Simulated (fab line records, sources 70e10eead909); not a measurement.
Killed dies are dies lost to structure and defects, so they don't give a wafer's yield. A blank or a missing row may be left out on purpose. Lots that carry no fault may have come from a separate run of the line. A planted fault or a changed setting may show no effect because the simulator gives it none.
A lot that was struck, set against a sound lot / flow nand_harc / 38 out of 1302 route steps
Sound: the wafers L244.1, L244.3, L244.5. Wafers struck: L254.1, L254.2, L254.5. At the end, the cause is stated.
Per side, at each step with rows, come the tool, then ch with its chambers, and then its first start. Under that, the readings that differ: sound wafers / struck wafers / difference of the means / sigmas: that difference in standard deviations of wafers without a fault.
alike: words and numbers the same on both sides, and readings whose means are apart by under 2 such deviations; not compared: readings that were withheld, readings missing a value for some wafer, numbers with overlapping values and no deviation given by the record, and bounds like >300 which may hide the same value.
Wherever a step has rows on one side only, a row that says differs or no value, or a row with sigmas, the two part there. When numbers do not overlap yet have no deviation, they are printed without sigmas and do not part them. Lack of a reading on every wafer of one side parts them only where that side has two or more wafers.

first, 2 steps without rows for these wafers: NHARC_A_SOURCE_PLATE_CVD_03 (deposits poly-Si, target thk 200 nm, time 4000 s); NHARC_A_SOURCE_PLATE_ANNEAL_05 (time 1800 s).
NHARC_A_SOURCE_PLATE_THK_MEAS_06: measures by ellipsometry.
  sound on film_metro-02 at day 9 04:29; struck on film_metro-02 at day 13 22:20
  alike: thk_nm
NHARC_A_SOURCE_PLATE_INSPECT_08:
  sound on defect_inspect-02 at day 9 04:35; struck on defect_inspect-01 at day 13 22:24
  alike: raw_defect_count
after that, 1 step with no rows for these wafers: NHARC_A_ONON_D1_DEP_00 (target thk 1000 nm).
NHARC_A_ONON_D1_THK_MEAS_02: measures by ellipsometry.
  sound on film_metro-01 at day 9 05:09; struck on film_metro-02 at day 13 23:11
  alike: thk_nm
after that, 1 step with no rows for these wafers: NHARC_A_ONON_D1_DEP_03 (target thk 1000 nm).
NHARC_A_ONON_D1_THK_MEAS_05: measures by ellipsometry.
  sound on film_metro-02 at day 9 05:59; struck on film_metro-02 at day 13 23:45
  alike: thk_nm
after that, 1 step with no rows for these wafers: NHARC_A_ONON_D1_DEP_06 (target thk 1000 nm).
NHARC_A_ONON_D1_THK_MEAS_08: measures by ellipsometry.
  sound on film_metro-01 at day 9 06:37; struck on film_metro-01 at day 14 00:19
  alike: thk_nm
NHARC_A_ONON_D1_DEP_09: target thk 1000 nm.
  sound on pecvd_onon-03 ch 0, day 9 06:41; struck on pecvd_onon-03 ch 0, day 14 00:22
  alike: susceptor_temp_C
NHARC_A_ONON_D1_THK_MEAS_11: measures by ellipsometry.
  sound on film_metro-01 at day 9 07:11; struck on film_metro-02 at day 14 00:52
  alike: thk_nm
after that, 1 step with no rows for these wafers: NHARC_A_ONON_D1_DEP_12 (target thk 1000 nm).
NHARC_A_ONON_D1_THK_MEAS_14: measures by ellipsometry.
  sound on film_metro-01 at day 9 07:46; struck on film_metro-02 at day 14 01:26
reading=thk_nm (nm); sound=1016 1015 1015; struck=990 987 988; difference=-27; sigmas=-3
then, 2 steps without rows for these wafers: NHARC_A_ONON_D1_ANNEAL_15 (time 3600 s); NHARC_A_ONON_D1_DEP_16 (target thk 1000 nm).
NHARC_A_ONON_D1_THK_MEAS_18: measures by ellipsometry.
  sound on film_metro-02 at day 9 15:08; struck on film_metro-01 at day 14 08:59
  alike: thk_nm
after that, 1 step with no rows for these wafers: NHARC_A_ONON_D1_DEP_19 (target thk 1000 nm).
NHARC_A_ONON_D1_THK_MEAS_21: measures by ellipsometry.
  sound on film_metro-02 at day 9 15:42; struck on film_metro-01 at day 14 09:33
  alike: thk_nm
after that, 1 step with no rows for these wafers: NHARC_A_ONON_D1_DEP_22 (target thk 1000 nm).
NHARC_A_ONON_D1_THK_MEAS_24: measures by ellipsometry.
  sound on film_metro-01 at day 9 16:17; struck on film_metro-01 at day 14 10:07
  alike: thk_nm
after that, 1 step with no rows for these wafers: NHARC_A_ONON_D1_DEP_25 (target thk 1000 nm).
NHARC_A_ONON_D1_THK_MEAS_27: measures by ellipsometry.
  sound on film_metro-01 at day 9 16:50; struck on film_metro-02 at day 14 10:41
  alike: thk_nm
after that, 1 step with no rows for these wafers: NHARC_A_ONON_D1_DEP_28 (target thk 1000 nm).
NHARC_A_ONON_D1_THK_MEAS_30: measures by ellipsometry.
  sound on film_metro-02 at day 9 17:25; struck on film_metro-02 at day 14 11:15
  alike: thk_nm
NHARC_A_ONON_D1_DEP_33: deposits SiO2, target thk 200 nm.
  sound on pecvd-03 ch 0,2, day 9 17:28; struck on pecvd-04 ch 0,2, day 14 11:21
  alike: heater_power_w, mfc_precursor_sccm, showerhead_vpp_V, susceptor_temp_C, throttle_valve_pct
NHARC_A_ONON_D1_THK_MEAS_34: measures by ellipsometry.
  sound on film_metro-01 at day 9 17:53; struck on film_metro-01 at day 14 11:43
  alike: thk_nm
NHARC_A_CHANNEL_HOLE_D1_DEP_00: deposits aC, target thk 3100 nm.
  sound on acl_dep-02 ch 0, day 9 18:46; struck on acl_dep-03 ch 0, day 14 11:53
  alike: susceptor_temp_C, throttle_valve_pct
NHARC_A_CHANNEL_HOLE_D1_DEP_01: deposits SiON, target thk 140 nm.
  sound on pecvd-01 ch 1,2, day 9 20:49; struck on pecvd-04 ch 0,1, day 14 13:52
  alike: heater_power_w, showerhead_vpp_V, susceptor_temp_C
then, 8 steps without rows for these wafers: NHARC_A_CHANNEL_HOLE_D1_DEHYDRATE_02 (time 120 s); NHARC_A_CHANNEL_HOLE_D1_HMDS_03 (time 30 s); NHARC_A_CHANNEL_HOLE_D1_COAT_36 (time 75 s); NHARC_A_CHANNEL_HOLE_D1_COAT_37 (time 65 s); NHARC_A_CHANNEL_HOLE_D1_COAT_04 (resist thk 90 nm); NHARC_A_CHANNEL_HOLE_D1_SOFTBAKE_05 (time 55 s); NHARC_A_CHANNEL_HOLE_D1_EBR_06; NHARC_A_CHANNEL_HOLE_D1_EXPOSE_07 (exposes mask HOLE D1, target cd 100 nm).
-- jump in the record: it breaks off in module A_CHANNEL_HOLE_D1 and resumes in module END (first step shown: number 1302 of the route), and 15 days separate the struck wafers' starts before and after --
NHARC_END_SORT_01:
  sound on prober-01 ch 0, day 25 09:07; struck on prober-01 ch 0, day 29 21:38
reading=killed_at_array; sound=54 39 34; struck=118 118 127; difference=+79; sigmas=+4
reading=killed_dies; sound=59 42 40; struck=121 118 130; difference=+76; sigmas=+4
  alike: killed_at_other, killed_at_periphery, killed_open, killed_short

## WHERE THEY PART
Last at NHARC_END_SORT_01 as far as this record goes, first at NHARC_A_ONON_D1_THK_MEAS_14.

WHY: whatever the simulator had introduced
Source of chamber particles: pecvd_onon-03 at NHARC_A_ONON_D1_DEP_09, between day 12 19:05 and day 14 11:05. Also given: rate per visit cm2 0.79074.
